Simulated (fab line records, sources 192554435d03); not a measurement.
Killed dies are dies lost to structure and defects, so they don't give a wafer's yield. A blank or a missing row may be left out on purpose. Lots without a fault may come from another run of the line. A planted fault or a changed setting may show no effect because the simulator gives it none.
A struck lot beside a sound one | flow n5_finfet | 38 steps out of a route of 1938
Sound: wafers L525.3, L525.5, L525.6. Struck: wafers L535.3, L535.5, L535.6. The cause comes at the end.
At each step with rows: each side's tool, then ch and its chambers, then its first start. Under that, the readings that differ: sound wafers | struck wafers | difference of the means | sigmas: that difference in standard deviations of wafers without a fault.
alike: readings whose means differ by less than 2 such deviations, and words and numbers that are the same on both sides. not compared: withheld readings, readings that some wafer has no value for, bounds like >300 that may hide the same value, and numbers for which the record gives no deviation and whose values overlap.
The two part at a step that has a row with sigmas, a row that says differs or no value, or rows on one side only. Numbers that don't overlap but have no deviation are shown without sigmas and don't part them. A reading that every wafer of one side lacks parts them only if that side has two wafers or more.

first, 9 steps without rows for these wafers: N5_BEOL_M4_ANNEAL_95 (time 240 s); N5_BEOL_M4_SPUTTER_96 (material Cu, target thk 4.5 nm, time 8.29 s); N5_BEOL_M4_ECD_50 (material Cu, target thk 300 nm); N5_BEOL_M4_ANNEAL_51 (time 90 s); N5_BEOL_M4_CMP_52 (polishes, stops on SiOC, t overpolish 6.8 s, target thk 40 nm); N5_BEOL_M4_PRE_CLEAN_60 (time 15 s); N5_BEOL_M4_CO_CAP_55 (material Co, precursor CCTBA/H2, target thk 2 nm, time 102.1 s); N5_BEOL_M4_PRE_CLEAN_56 (time 15 s); N5_BEOL_M4_DEP_57 (deposits SiCN from 3MS/NH3, target thk 8 nm, time 14 s).
N5_BEOL_M4_RC_MEAS_101:
  sound on prober-02 ch 0, day 8 05:46; struck on prober-01 ch 0, day 10 23:19
  reading        | sound          | struck         | difference | sigmas
  IOFF_N (nA/um) | 0.14 0.15 0.14 | 0.17 0.25 0.22 | +0.07      | +2
  alike: DIBL_N, DIBL_P, IOFF_P, ION_N, ION_P, SS_N, SS_P, VT_N, VT_P
then, 24 steps without rows for these wafers: N5_BEOL_M5_ILD_DEP_00 (deposits SiCOH lowk from DEMS/porogen, target thk 140.64 nm, time 25.9 s); N5_BEOL_M5_CURE_79 (cures SiCOH lowk, time 240 s); N5_BEOL_M5_PECVD_70 (deposits SiO2 from TEOS/O2, target thk 16 nm, time 18 s); N5_BEOL_M5_HM_DEP_02 (deposits TiN, target thk 20 nm); N5_BEOL_M5_COAT_59 (time 60 s, resist thk 60 nm); N5_BEOL_M5_COAT_60 (time 60 s, resist thk 12 nm); N5_BEOL_M5_COAT_71 (time 60 s, resist thk 5 nm); N5_BEOL_M5_COAT_05 (resist thk 30 nm); N5_BEOL_M5_EBR_07; N5_BEOL_M5_SOFTBAKE_06 (time 60 s); N5_BEOL_M5_EXPOSE_08 (exposes mask M5, target cd 28 nm); N5_BEOL_M5_PEB_09 (peb time 60 s); N5_BEOL_M5_DEVELOP_10 (develop time 30 s); N5_BEOL_M5_DESCUM_16 (chemistry O2, time 7 s); N5_BEOL_M5_ETCH_72 (etches underlayer in N2/H2, target depth 6.5 nm, time 5.2 s); N5_BEOL_M5_ETCH_61 (etches SiARC in CF4, target depth 15.6 nm, time 26 s); N5_BEOL_M5_ETCH_62 (etches SOC in N2/H2, target depth 75 nm, overetch 15 nm, time 112.5 s); N5_BEOL_M5_STRIP_63 (strips in N2/H2); N5_BEOL_M5_STRIP_73 (strips in N2/H2); N5_BEOL_M5_STRIP_64 (strips in CF4); N5_BEOL_M5_HM_OPEN_17 (chemistry Cl2/BCl3, target TiN, target depth 20 nm, overetch 6 nm); N5_BEOL_M5_STRIP_19 (strips in O2); N5_BEOL_M5_COAT_65 (time 60 s, resist thk 60 nm); N5_BEOL_M5_COAT_66 (time 60 s, resist thk 12 nm).
-- the record jumps here: 2 days lie between the struck wafers' starts before and after (it left off in module BEOL_M5 and takes up again in module BEOL_M9, whose first step shown is number 1423 of the route) --
N5_BEOL_M9_STRIP_19: strips in O2.
  sound on rie_diel-02 ch 0,3, day 9 17:40; struck on rie_diel-02 ch 1,2, day 13 05:32
  no value came back on the struck wafers for any of 7 readings (bias_power_w (W), chamber_pressure_mTorr (mTorr) and others); on the sound wafers bias_power_w (W) reads 0 0 0
  reading                                  | sound | struck       | difference | sigmas
  model.SOC_of_BEOL_M9_COAT_59.thk_nm (nm) | 0 0 0 | 92.2 92.4 92 | +92.2      |
  not compared: rf_hours_counter_h
N5_BEOL_M9_ETCH_66: etches SOC in N2/H2, target depth 80 nm, overetch 16 nm, time 120 s.
  sound on rie_diel-06 ch 0,3, day 9 18:43; struck on rie_diel-01 ch 0,2,3, day 13 07:29
  reading                  | sound             | struck            | difference | sigmas
  oes_product_au (a.u.)    | 0.65 0.53 0.65    | 0.74 0.95 0.80    | +0.22      | +3
  model.etch.depth_nm (nm) | 60.42 60.34 60.22 | 94.97 98.06 92.39 | +34.81     |
  alike: chamber_pressure_mTorr, drypump_motor_current_A, rf_vpp_V, showerhead_plenum_p_Torr, throttle_valve_pct
  not compared: rf_hours_counter_h
N5_BEOL_M9_VIA_ETCH_34: etches SiCOH lowk in C4F6/O2, target depth 182.4 nm, time 68.4 s.
  sound on rie_diel-06 ch 0,3, day 9 18:49; struck on rie_diel-01 ch 0,2,3, day 13 07:35
  reading               | sound             | struck            | difference | sigmas
  mfc_ar_sccm (sccm)    | 299.1 299.0 298.5 | 301.0 302.1 299.7 | +2.1       | +2
  oes_product_au (a.u.) | 0.86 0.69 0.85    | 0.28 0.35 0.31    | -0.49      | -5
  alike: chamber_pressure_mTorr, drypump_motor_current_A, oes_f_703_au, oes_o_777_au, rf_vpp_V, showerhead_plenum_p_Torr, throttle_valve_pct
  not compared: rf_hours_counter_h
-- the record jumps here: 3 days lie between the struck wafers' starts before and after (it left off in module BEOL_M9 and takes up again in module PASSIVATION, whose first step shown is number 1936 of the route) --
N5_PASSIVATION_PROBE_49:
  the record has rows for the struck wafers here (prober-01, day 16 02:13) and none for the sound ones

WHERE THEY PART
First at N5_BEOL_M4_RC_MEAS_101; last, within this record, at N5_PASSIVATION_PROBE_49.

WHY: what the simulator had put in
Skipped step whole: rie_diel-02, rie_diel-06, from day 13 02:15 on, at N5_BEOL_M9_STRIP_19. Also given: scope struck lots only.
